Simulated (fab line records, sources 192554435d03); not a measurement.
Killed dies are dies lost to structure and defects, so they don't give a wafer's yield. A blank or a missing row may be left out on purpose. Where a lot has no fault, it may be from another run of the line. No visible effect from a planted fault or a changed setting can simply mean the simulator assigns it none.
Chamber matching + flow n5 finfet + 4 sister chambers for N5_GATE_CUT_CMP_61 on cmp-03
The step polishes, stops on SiNx, t overpolish 3 s. 4 wafers are shown with their chamber, then 11 later ones without.

## WAFERS, EACH WITH ITS CHAMBER
| wafer  | chamber | motor current A (A) |
|--------|---------|---------------------|
| L088.1 | 1       | 10.9                |
| L088.3 | 2       | 12.0                |
| L088.4 | 3       | 14.5                |
| L089.1 | 0       | 11.8                |

## WAFERS MISSING THEIR CHAMBER
| wafer  | motor current A (A) |
|--------|---------------------|
| L089.4 | 14.7                |
| L089.5 | 12.7                |
| L090.2 | 11.9                |
| L090.3 | 15.2                |
| L090.5 | 11.8                |
| L095.2 | 10.6                |
| L095.3 | 11.9                |
| L095.4 | 13.0                |
| L097.3 | 10.3                |
| L097.5 | 10.7                |
| L097.6 | 12.2                |

## WHICH CHAMBER EACH WENT THROUGH
| wafer  | from the rows above          | in truth |
|--------|------------------------------|----------|
| L089.4 | 3                            | 3        |
| L089.5 | can't be placed: 2 or 0      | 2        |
| L090.2 | can't be placed: 0 or 2 or 1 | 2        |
| L090.3 | 3                            | 3        |
| L090.5 | can't be placed: 0 or 2 or 1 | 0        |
| L095.2 | can't be placed: 1 or 0      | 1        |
| L095.3 | can't be placed: 0 or 2 or 1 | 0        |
| L095.4 | can't be placed: 2 or 0 or 3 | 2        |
| L097.3 | can't be placed: 1 or 0      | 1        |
| L097.5 | can't be placed: 1 or 0      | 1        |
| L097.6 | can't be placed: 2 or 0      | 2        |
Correctly placed: 2 of 11. These rows do not allow placing 9 (true chamber among the candidates in 9). Placed wrongly: 0.
How it was worked out, from the rows above alone: a wafer's distance from a chamber is the root of the sum, over the readings, of the square of ((its reading less the chamber's mean) divided by the reading's scatter). If the next closest chamber is less than 2 further off than the closest, the wafer can't be placed; otherwise it belongs to the closest. The mean given for a chamber averages the wafers shown for that chamber. The scatter: root of mean squared gap, hidden wafer to nearest shown wafer, with one shown wafer a chamber.
